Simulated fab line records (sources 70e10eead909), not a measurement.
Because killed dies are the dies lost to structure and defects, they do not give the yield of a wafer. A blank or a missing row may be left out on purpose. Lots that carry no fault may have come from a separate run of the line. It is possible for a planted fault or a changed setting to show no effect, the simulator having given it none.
fab line records / flow nand-harc
[record] lots = 5 wafers = 15 last-day = 32
route steps=1302 shown A_SOURCE_PLATE@420 A_ONON_D1@424 END@1302
lots that met no fault: from a run of the same line without faults
start-h: hours from the record's opening day to when the first of the lot's shown wafers began / wait-h: how many hours have passed since the lot's step before this one / " as in the row above / L1.1+2: a row that stands for several wafers / - no value, or no start given / * or withheld: withheld / < > ~ a bound
route shown NAME@n: names a module that has steps shown in the file, with the first one's number in the route / usual: mean and standard deviation over wafers with no fault / same: alike in all rows / chamber/n: place in a boat / sites: per-site readings / _std_site: standard deviation of those values / _edge_site: the outer-site mean with the inner-site mean subtracted / radius-mm: for every site, how far away it sits from the centre of the wafer / mask NAME#n: copy n / behind: the last tool/chamber to shape the wafer / hold: why the lot was held/for how many hours/how that ended / device: the transistor (n, p or np) that didn't switch / end of line: at the end of the route, the tests of the same wafers / for a step that has no rows: nothing shown but its recipe / killed: the dies lost at the first sort to structure and to defects; this is not the yield of the wafer / map: per-die view of a wafer (x killed, . not killed, _ where there is no die)
set.NAME: the setting that was run; set.NAME@STEP: the one run at that earlier step / model.NAME: the simulator's own value behind a step, which no gauge read
lots at some steps of the route; a table a step, a row a wafer
services: when a tool's chamber went out of use (start-h, in hours from the record's first day, below 0 if earlier), for how many hours, and the reason
[[steps]]
[step NHARC_A_SOURCE_PLATE_THK_MEAS_06]
[recipe] thk-meas-gauge = ellipsometry
[usual] thk-nm = 200.9/2.2
lot.wafer=L532.3 tool=film-metro-02 chamber=- start-h=154.52 wait-h=0.4 thk-nm=201.7
lot.wafer=L532.5 tool=film-metro-02 chamber=- start-h=154.52 wait-h=0.4 thk-nm=201.1
lot.wafer=L532.6 tool=film-metro-02 chamber=- start-h=154.52 wait-h=0.4 thk-nm=200.5
lot.wafer=L542.1 tool=film-metro-02 chamber=- start-h=270.74 wait-h=0.4 thk-nm=201.1
lot.wafer=L542.4 tool=film-metro-02 chamber=- start-h=270.74 wait-h=0.4 thk-nm=201.7
lot.wafer=L542.6 tool=film-metro-02 chamber=- start-h=270.74 wait-h=0.4 thk-nm=200.0
lot.wafer=L549.1 tool=film-metro-02 chamber=- start-h=333.13 wait-h=0.4 thk-nm=200.9
lot.wafer=L549.2 tool=film-metro-02 chamber=- start-h=333.13 wait-h=0.4 thk-nm=198.1
lot.wafer=L549.5 tool=film-metro-02 chamber=- start-h=333.13 wait-h=0.4 thk-nm=199.2
lot.wafer=L551.4 tool=film-metro-02 chamber=- start-h=345.29 wait-h=0.4 thk-nm=200.1
lot.wafer=L551.5 tool=film-metro-02 chamber=- start-h=345.29 wait-h=0.4 thk-nm=200.5
lot.wafer=L551.6 tool=film-metro-02 chamber=- start-h=345.29 wait-h=0.4 thk-nm=196.9
lot.wafer=L553.1 tool=film-metro-02 chamber=- start-h=367.39 wait-h=0.4 thk-nm=197.6
lot.wafer=L553.4 tool=film-metro-02 chamber=- start-h=367.39 wait-h=0.4 thk-nm=198.2
lot.wafer=L553.5 tool=film-metro-02 chamber=- start-h=367.39 wait-h=0.4 thk-nm=196.9
[step NHARC_A_SOURCE_PLATE_INSPECT_08]
[usual] raw-defect-count = 55/22
lot.wafer=L532.3 tool=defect-inspect-01 chamber=- start-h=154.58 wait-h=0.0 raw-defect-count=41
lot.wafer=L532.5 tool=defect-inspect-01 chamber=- start-h=154.58 wait-h=0.0 raw-defect-count=49
lot.wafer=L532.6 tool=defect-inspect-01 chamber=- start-h=154.58 wait-h=0.0 raw-defect-count=86
lot.wafer=L542.1 tool=defect-inspect-01 chamber=- start-h=270.80 wait-h=0.0 raw-defect-count=69
lot.wafer=L542.4 tool=defect-inspect-01 chamber=- start-h=270.80 wait-h=0.0 raw-defect-count=42
lot.wafer=L542.6 tool=defect-inspect-01 chamber=- start-h=270.80 wait-h=0.0 raw-defect-count=81
lot.wafer=L549.1 tool=defect-inspect-02 chamber=- start-h=333.24 wait-h=0.0 raw-defect-count=65
lot.wafer=L549.2 tool=defect-inspect-02 chamber=- start-h=333.24 wait-h=0.0 raw-defect-count=39
lot.wafer=L549.5 tool=defect-inspect-02 chamber=- start-h=333.24 wait-h=0.0 raw-defect-count=27
lot.wafer=L551.4 tool=defect-inspect-02 chamber=- start-h=345.37 wait-h=0.0 raw-defect-count=42
lot.wafer=L551.5 tool=defect-inspect-02 chamber=- start-h=345.37 wait-h=0.0 raw-defect-count=41
lot.wafer=L551.6 tool=defect-inspect-02 chamber=- start-h=345.37 wait-h=0.0 raw-defect-count=37
lot.wafer=L553.1 tool=defect-inspect-02 chamber=- start-h=367.45 wait-h=0.0 raw-defect-count=76
lot.wafer=L553.4 tool=defect-inspect-02 chamber=- start-h=367.45 wait-h=0.0 raw-defect-count=108
lot.wafer=L553.5 tool=defect-inspect-02 chamber=- start-h=367.45 wait-h=0.0 raw-defect-count=69
[step NHARC_A_ONON_D1_DEP_00]
[recipe] target-thk-a = 10000 n2-flow-sccm = 2750 n2o-flow-sccm = 2000 nh3-flow-sccm = 500 sih4-flow-sccm = 210 temp-c = 400
[step NHARC_A_ONON_D1_THK_MEAS_02]
[recipe] thk-meas-gauge = ellipsometry
[usual] thk-nm = 1002/8.3
lot.wafer=L532.3 tool=film-metro-02 chamber=- start-h=155.16 wait-h=- thk-nm=989
lot.wafer=L532.5 tool=film-metro-02 chamber=- start-h=155.16 wait-h=- thk-nm=987
lot.wafer=L532.6 tool=film-metro-02 chamber=- start-h=155.16 wait-h=- thk-nm=988
lot.wafer=L542.1 tool=film-metro-02 chamber=- start-h=271.37 wait-h=- thk-nm=1004
lot.wafer=L542.4 tool=film-metro-02 chamber=- start-h=271.37 wait-h=- thk-nm=1006
lot.wafer=L542.6 tool=film-metro-02 chamber=- start-h=271.37 wait-h=- thk-nm=1003
lot.wafer=L549.1 tool=film-metro-01 chamber=- start-h=333.81 wait-h=- thk-nm=990
lot.wafer=L549.2 tool=film-metro-01 chamber=- start-h=333.81 wait-h=- thk-nm=990
lot.wafer=L549.5 tool=film-metro-01 chamber=- start-h=333.81 wait-h=- thk-nm=988
lot.wafer=L551.4 tool=film-metro-01 chamber=- start-h=345.94 wait-h=- thk-nm=1008
lot.wafer=L551.5 tool=film-metro-01 chamber=- start-h=345.94 wait-h=- thk-nm=1007
lot.wafer=L551.6 tool=film-metro-01 chamber=- start-h=345.94 wait-h=- thk-nm=1008
lot.wafer=L553.1 tool=film-metro-01 chamber=- start-h=368.03 wait-h=- thk-nm=1010
lot.wafer=L553.4 tool=film-metro-01 chamber=- start-h=368.03 wait-h=- thk-nm=1008
lot.wafer=L553.5 tool=film-metro-01 chamber=- start-h=368.03 wait-h=- thk-nm=1012
[step NHARC_A_ONON_D1_DEP_03]
[recipe] target-thk-a = 10000 n2-flow-sccm = 2750 n2o-flow-sccm = 2000 nh3-flow-sccm = 500 sih4-flow-sccm = 210 temp-c = 400
[step NHARC_A_ONON_D1_THK_MEAS_05]
[recipe] thk-meas-gauge = ellipsometry
[usual] thk-nm = 999/10
lot.wafer=L532.3 tool=film-metro-01 chamber=- start-h=155.73 wait-h=- thk-nm=986
lot.wafer=L532.5 tool=film-metro-01 chamber=- start-h=155.73 wait-h=- thk-nm=985
lot.wafer=L532.6 tool=film-metro-01 chamber=- start-h=155.73 wait-h=- thk-nm=986
lot.wafer=L542.1 tool=film-metro-02 chamber=- start-h=271.94 wait-h=- thk-nm=980
lot.wafer=L542.4 tool=film-metro-02 chamber=- start-h=271.94 wait-h=- thk-nm=981
lot.wafer=L542.6 tool=film-metro-02 chamber=- start-h=271.94 wait-h=- thk-nm=979
lot.wafer=L549.1 tool=film-metro-02 chamber=- start-h=334.38 wait-h=- thk-nm=996
lot.wafer=L549.2 tool=film-metro-02 chamber=- start-h=334.38 wait-h=- thk-nm=996
lot.wafer=L549.5 tool=film-metro-02 chamber=- start-h=334.38 wait-h=- thk-nm=994
lot.wafer=L551.4 tool=film-metro-02 chamber=- start-h=346.51 wait-h=- thk-nm=991
lot.wafer=L551.5 tool=film-metro-02 chamber=- start-h=346.51 wait-h=- thk-nm=992
lot.wafer=L551.6 tool=film-metro-02 chamber=- start-h=346.51 wait-h=- thk-nm=990
lot.wafer=L553.1 tool=film-metro-01 chamber=- start-h=368.59 wait-h=- thk-nm=991
lot.wafer=L553.4 tool=film-metro-01 chamber=- start-h=368.59 wait-h=- thk-nm=994
lot.wafer=L553.5 tool=film-metro-01 chamber=- start-h=368.59 wait-h=- thk-nm=992
[step NHARC_A_ONON_D1_DEP_06]
[recipe] target-thk-a = 10000 n2-flow-sccm = 2750 n2o-flow-sccm = 2000 nh3-flow-sccm = 500 sih4-flow-sccm = 210 temp-c = 400
[step NHARC_A_ONON_D1_THK_MEAS_08]
[recipe] thk-meas-gauge = ellipsometry
[usual] thk-nm = 1003/9.9
lot.wafer=L532.3 tool=film-metro-01 chamber=- start-h=156.30 wait-h=- thk-nm=1003
lot.wafer=L532.5 tool=film-metro-01 chamber=- start-h=156.30 wait-h=- thk-nm=1002
lot.wafer=L532.6 tool=film-metro-01 chamber=- start-h=156.30 wait-h=- thk-nm=1003
lot.wafer=L542.1 tool=film-metro-02 chamber=- start-h=272.51 wait-h=- thk-nm=1013
lot.wafer=L542.4 tool=film-metro-02 chamber=- start-h=272.51 wait-h=- thk-nm=1015
lot.wafer=L542.6 tool=film-metro-02 chamber=- start-h=272.51 wait-h=- thk-nm=1013
lot.wafer=L549.1 tool=film-metro-02 chamber=- start-h=334.94 wait-h=- thk-nm=1003
lot.wafer=L549.2 tool=film-metro-02 chamber=- start-h=334.94 wait-h=- thk-nm=1003
lot.wafer=L549.5 tool=film-metro-02 chamber=- start-h=334.94 wait-h=- thk-nm=1002
lot.wafer=L551.4 tool=film-metro-01 chamber=- start-h=347.08 wait-h=- thk-nm=996
lot.wafer=L551.5 tool=film-metro-01 chamber=- start-h=347.08 wait-h=- thk-nm=998
lot.wafer=L551.6 tool=film-metro-01 chamber=- start-h=347.08 wait-h=- thk-nm=999
lot.wafer=L553.1 tool=film-metro-02 chamber=- start-h=369.15 wait-h=- thk-nm=996
lot.wafer=L553.4 tool=film-metro-02 chamber=- start-h=369.15 wait-h=- thk-nm=996
lot.wafer=L553.5 tool=film-metro-02 chamber=- start-h=369.15 wait-h=- thk-nm=995
[step NHARC_A_ONON_D1_DEP_09]
[recipe] target-thk-a = 10000 n2-flow-sccm = 2750 n2o-flow-sccm = 2000 nh3-flow-sccm = 500 sih4-flow-sccm = 210 temp-c = 400
[step NHARC_A_ONON_D1_THK_MEAS_11]
[recipe] thk-meas-gauge = ellipsometry
[usual] thk-nm = 997/10
lot.wafer=L532.3 tool=film-metro-02 chamber=- start-h=156.86 wait-h=- thk-nm=984
lot.wafer=L532.5 tool=film-metro-02 chamber=- start-h=156.86 wait-h=- thk-nm=983
lot.wafer=L532.6 tool=film-metro-02 chamber=- start-h=156.86 wait-h=- thk-nm=984
lot.wafer=L542.1 tool=film-metro-01 chamber=- start-h=273.09 wait-h=- thk-nm=978
lot.wafer=L542.4 tool=film-metro-01 chamber=- start-h=273.09 wait-h=- thk-nm=979
lot.wafer=L542.6 tool=film-metro-01 chamber=- start-h=273.09 wait-h=- thk-nm=977
lot.wafer=L549.1 tool=film-metro-01 chamber=- start-h=335.51 wait-h=- thk-nm=990
lot.wafer=L549.2 tool=film-metro-01 chamber=- start-h=335.51 wait-h=- thk-nm=991
lot.wafer=L549.5 tool=film-metro-01 chamber=- start-h=335.51 wait-h=- thk-nm=991
lot.wafer=L551.4 tool=film-metro-01 chamber=- start-h=347.64 wait-h=- thk-nm=1027
lot.wafer=L551.5 tool=film-metro-01 chamber=- start-h=347.64 wait-h=- thk-nm=1027
lot.wafer=L551.6 tool=film-metro-01 chamber=- start-h=347.64 wait-h=- thk-nm=1026
lot.wafer=L553.1 tool=film-metro-01 chamber=- start-h=369.72 wait-h=- thk-nm=1006
lot.wafer=L553.4 tool=film-metro-01 chamber=- start-h=369.72 wait-h=- thk-nm=1005
lot.wafer=L553.5 tool=film-metro-01 chamber=- start-h=369.72 wait-h=- thk-nm=1006
[step NHARC_A_ONON_D1_DEP_12]
[recipe] target-thk-a = 10000 n2-flow-sccm = 2750 n2o-flow-sccm = 2000 nh3-flow-sccm = 500 sih4-flow-sccm = 210 temp-c = 400
[usual] sih4-flow-sccm = 209.9/0.64 susceptor-temp-C = 400.01/0.2
lot.wafer=L532.3 tool=pecvd-onon-01 chamber=0 start-h=157.03 wait-h=0.2 sih4-flow-sccm=210.9 susceptor-temp-C=400.26
lot.wafer=L532.5 tool=pecvd-onon-01 chamber=0 start-h=157.03 wait-h=0.2 sih4-flow-sccm=211.2 susceptor-temp-C=400.31
lot.wafer=L532.6 tool=pecvd-onon-01 chamber=0 start-h=157.03 wait-h=0.2 sih4-flow-sccm=210.7 susceptor-temp-C=400.10
lot.wafer=L542.1 tool=pecvd-onon-02 chamber=0 start-h=273.26 wait-h=0.2 sih4-flow-sccm=210.2 susceptor-temp-C=400.20
lot.wafer=L542.4 tool=pecvd-onon-02 chamber=0 start-h=273.26 wait-h=0.2 sih4-flow-sccm=208.6 susceptor-temp-C=399.93
lot.wafer=L542.6 tool=pecvd-onon-02 chamber=0 start-h=273.26 wait-h=0.2 sih4-flow-sccm=209.2 susceptor-temp-C=399.80
lot.wafer=L549.1 tool=pecvd-onon-02 chamber=0 start-h=335.57 wait-h=0.1 sih4-flow-sccm=210.0 susceptor-temp-C=400.03
lot.wafer=L549.2 tool=pecvd-onon-02 chamber=0 start-h=335.57 wait-h=0.1 sih4-flow-sccm=209.3 susceptor-temp-C=399.87
lot.wafer=L549.5 tool=pecvd-onon-02 chamber=0 start-h=335.57 wait-h=0.1 sih4-flow-sccm=210.1 susceptor-temp-C=400.33
lot.wafer=L551.4 tool=pecvd-onon-04 chamber=0 start-h=347.87 wait-h=0.2 sih4-flow-sccm=210.1 susceptor-temp-C=399.91
lot.wafer=L551.5 tool=pecvd-onon-04 chamber=0 start-h=347.87 wait-h=0.2 sih4-flow-sccm=210.5 susceptor-temp-C=400.07
lot.wafer=L551.6 tool=pecvd-onon-04 chamber=0 start-h=347.87 wait-h=0.2 sih4-flow-sccm=209.5 susceptor-temp-C=400.04
lot.wafer=L553.1 tool=pecvd-onon-04 chamber=0 start-h=369.78 wait-h=0.1 sih4-flow-sccm=209.4 susceptor-temp-C=399.62
lot.wafer=L553.4 tool=pecvd-onon-04 chamber=0 start-h=369.78 wait-h=0.1 sih4-flow-sccm=209.1 susceptor-temp-C=400.37
lot.wafer=L553.5 tool=pecvd-onon-04 chamber=0 start-h=369.78 wait-h=0.1 sih4-flow-sccm=208.9 susceptor-temp-C=400.24
[step NHARC_A_ONON_D1_THK_MEAS_14]
[recipe] thk-meas-gauge = ellipsometry
[usual] thk-nm = 998/13
lot.wafer=L532.3 tool=film-metro-02 chamber=- start-h=157.43 wait-h=- thk-nm=992
lot.wafer=L532.5 tool=film-metro-02 chamber=- start-h=157.43 wait-h=- thk-nm=991
lot.wafer=L532.6 tool=film-metro-02 chamber=- start-h=157.43 wait-h=- thk-nm=990
lot.wafer=L542.1 tool=film-metro-01 chamber=- start-h=273.78 wait-h=- thk-nm=994
lot.wafer=L542.4 tool=film-metro-01 chamber=- start-h=273.78 wait-h=- thk-nm=993
lot.wafer=L542.6 tool=film-metro-01 chamber=- start-h=273.78 wait-h=- thk-nm=993
lot.wafer=L549.1 tool=film-metro-02 chamber=- start-h=336.08 wait-h=- thk-nm=544
lot.wafer=L549.2 tool=film-metro-02 chamber=- start-h=336.08 wait-h=- thk-nm=544
lot.wafer=L549.5 tool=film-metro-02 chamber=- start-h=336.08 wait-h=- thk-nm=990
lot.wafer=L551.4 tool=film-metro-02 chamber=- start-h=348.21 wait-h=- thk-nm=1000
lot.wafer=L551.5 tool=film-metro-02 chamber=- start-h=348.21 wait-h=- thk-nm=999
lot.wafer=L551.6 tool=film-metro-02 chamber=- start-h=348.21 wait-h=- thk-nm=1001
lot.wafer=L553.1 tool=film-metro-01 chamber=- start-h=370.29 wait-h=- thk-nm=1010
lot.wafer=L553.4 tool=film-metro-01 chamber=- start-h=370.29 wait-h=- thk-nm=1010
lot.wafer=L553.5 tool=film-metro-01 chamber=- start-h=370.29 wait-h=- thk-nm=1012
[step NHARC_A_ONON_D1_ANNEAL_15]
[recipe] temp-c = 750 time-s = 3600
[step NHARC_END_SORT_01]
[recipe] temp-c = 25
[usual] killed-at-array = 55/20 killed-at-other = 1.1/1.2 killed-at-periphery = 3.8/2.8 killed-dies = 60/19 killed-open = 3.4/1.9 killed-short = 2.2/1.5
[same] gross-dies = 677
lot.wafer=L532.3 tool=prober-01 chamber=0 start-h=548.78 wait-h=3.1 killed-at-array=50 killed-at-other=1 killed-at-periphery=6 killed-dies=57 killed-open=4 killed-short=3
lot.wafer=L532.5 tool=prober-01 chamber=0 start-h=550.39 wait-h=3.7 killed-at-array=50 killed-at-other=2 killed-at-periphery=4 killed-dies=56 killed-open=6 killed-short=5
lot.wafer=L532.6 tool=prober-01 chamber=0 start-h=551.19 wait-h=4.0 killed-at-array=35 killed-at-other=1 killed-at-periphery=1 killed-dies=37 killed-open=1 killed-short=1
lot.wafer=L549.1 tool=prober-01 chamber=0 start-h=735.49 wait-h=2.5 killed-at-array=663 killed-at-other=2 killed-at-periphery=12 killed-dies=677 killed-open=2 killed-short=2
lot.wafer=L549.2 tool=prober-01 chamber=0 start-h=736.30 wait-h=2.8 killed-at-array=661 killed-at-other=0 killed-at-periphery=16 killed-dies=677 killed-open=4 killed-short=2
// killed by level:class
L532.3 A_CHANNEL_HOLE_D1:chamber-film-flake=32 A_STAIRCASE:chamber-film-flake=5 A_CHANNEL_HOLE_D2:chamber-film-flake=4 A_CONTACT:chamber-film-flake=4 P_ZERO_WELL:chamber-film-flake=2 P_GATE:geometric-particle:open=1 P_CONTACT:geometric-particle:open=1 P_M0:geometric-particle:open=1
L532.5 A_CHANNEL_HOLE_D1:chamber-film-flake=29 A_CHANNEL_HOLE_D2:chamber-film-flake=8 P_ZERO_WELL:chamber-film-flake=3 A_WL_FILL:geometric-particle:short=2 A_CHANNEL_HOLE_D1:geometric-particle:short=1 A_DECK1_JOINT:geometric-particle:open=1 A_ONON_D2:geometric-particle:short=1 A_CHANNEL_FILL_D2:geometric-particle:open=1
L532.6 A_CHANNEL_HOLE_D1:chamber-film-flake=27 A_WL_FILL:chamber-film-flake=2 A_WL_FILL:geometric-particle:short=1 A_WL_FILL:geometric-particle:open=1 P_ZERO_WELL:chamber-film-flake=1 A_CHANNEL_HOLE_D2:chamber-film-flake=1 A_CHANNEL_FILL_D2:chamber-film-flake=1 A_STAIRCASE:chamber-film-flake=1
L549.1 A_ONON_D1:area-dep=618 A_CHANNEL_HOLE_D1:chamber-film-flake=34 P_GATE:chamber-film-flake=8 A_SLIT:chamber-film-flake=3 A_STAIRCASE:chamber-film-flake=2 THIN_TSV:chamber-film-flake=2 A_CONTACT:chamber-film-flake=2 P_M0:geometric-particle:open=1
L549.2 A_ONON_D1:area-dep=611 A_CHANNEL_HOLE_D1:chamber-film-flake=39 P_GATE:chamber-film-flake=9 P_STI:chamber-film-flake=4 A_SLIT:chamber-film-flake=4 A_WL_FILL:chamber-film-flake=2 P_CONTACT:geometric-particle:open=1 P_M0:geometric-particle:open=1
// map L549.1 (x killed, . not)
____________x____________
_________xxxxxxx_________
_______xxxxxxxxxxx_______
______xxxxxxxxxxxxx______
_____xxxxxxxxxxxxxxx_____
____xxxxxxxxxxxxxxxxx____
____xxxxxxxxxxxxxxxxx____
___xxxxxxxxxxxxxxxxxxx___
___xxxxxxxxxxxxxxxxxxx___
__xxxxxxxxxxxxxxxxxxxxx__
__xxxxxxxxxxxxxxxxxxxxx__
_xxxxxxxxxxxxxxxxxxxxxxx_
_xxxxxxxxxxxxxxxxxxxxxxx_
_xxxxxxxxxxxxxxxxxxxxxxx_
_xxxxxxxxxxxxxxxxxxxxxxx_
_xxxxxxxxxxxxxxxxxxxxxxx_
xxxxxxxxxxxxxxxxxxxxxxxxx
xxxxxxxxxxxxxxxxxxxxxxxxx
xxxxxxxxxxxxxxxxxxxxxxxxx
xxxxxxxxxxxxxxxxxxxxxxxxx
xxxxxxxxxxxxxxxxxxxxxxxxx
_xxxxxxxxxxxxxxxxxxxxxxx_
_xxxxxxxxxxxxxxxxxxxxxxx_
_xxxxxxxxxxxxxxxxxxxxxxx_
_xxxxxxxxxxxxxxxxxxxxxxx_
_xxxxxxxxxxxxxxxxxxxxxxx_
__xxxxxxxxxxxxxxxxxxxxx__
__xxxxxxxxxxxxxxxxxxxxx__
___xxxxxxxxxxxxxxxxxxx___
___xxxxxxxxxxxxxxxxxxx___
____xxxxxxxxxxxxxxxxx____
____xxxxxxxxxxxxxxxxx____
_____xxxxxxxxxxxxxxx_____
______xxxxxxxxxxxxx______
_______xxxxxxxxxxx_______
_________xxxxxxx_________
____________x____________
// map L542.4 (x killed, . not)
____________.____________
_________......._________
_______..........._______
______.............______
_____..............._____
____.................____
____.................____
___.........x.........___
___..x................___
__..x..................__
__.....x...............__
_xx....................._
_..x.x..x..............._
_..............x........_
_......................._
_......................._
.x..x....................
...xx....x...............
..x.x...................x
.........................
..xx....x................
_....................x.._
_......................._
_...x..............x..x._
_................x..x..._
_.............x..xxxx..._
__..............x.xxx..__
__..............x.x..xx__
___...............xxxx___
___...............xx..___
____.............x...____
____.x...............____
_____..............x_____
______.............______
_______..........._______
_________......._________
____________.____________
[[services]]
tool=pecvd-onon-02 chamber=- start-h=185.00 hours=13.0 kind=pm
tool=pecvd-onon-01 chamber=- start-h=269.54 hours=13.0 kind=pm
tool=pecvd-onon-04 chamber=- start-h=311.20 hours=13.0 kind=pm
tool=pecvd-onon-04 chamber=- start-h=363.54 hours=1.1 kind=repair
tool=pecvd-onon-02 chamber=- start-h=366.00 hours=13.0 kind=pm
[[key]]
[first-sign] step = NHARC_A_ONON_D1_THK_MEAS_14 reading = thk-nm direction = down sigmas = 34 usual = 998 struck = 544
[effect] step = NHARC_END_SORT_01 reading = killed-dies direction = up sigmas = 32 usual = 60 struck = 677
[more-kills-born-at] NHARC_A_ONON_D1_DEP_12@pecvd-onon-02 = 1229
met-at NHARC_A_ONON_D1_DEP_12
struck-wafers L549.1,L549.2
later-rows-left-out L549.1,L549.2
tester-left-out L549
onset-between 273.26 335.57
[fault] kind = process-parameter-drift tool = pecvd-onon-02 chamber = - onset-h = 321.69 steps = NHARC_A_ONON_D1_DEP_12 channel = target-thk-a offset = * shape = step end-h = 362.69 scope = struck-wafers-only acts-in = * stated = *
// tester-left-out: of these lots the tester's yield and bins aren't shown, on N5 and GAA mostly nor the transistor test; their killed dies are dies lost to structure and defects alone, not to doping, threshold or leakage, so they don't give the yield
// later-rows-left-out: the simulator's readings of these wafers behind a module that went badly wrong aren't trusted and aren't shown, but for the sort
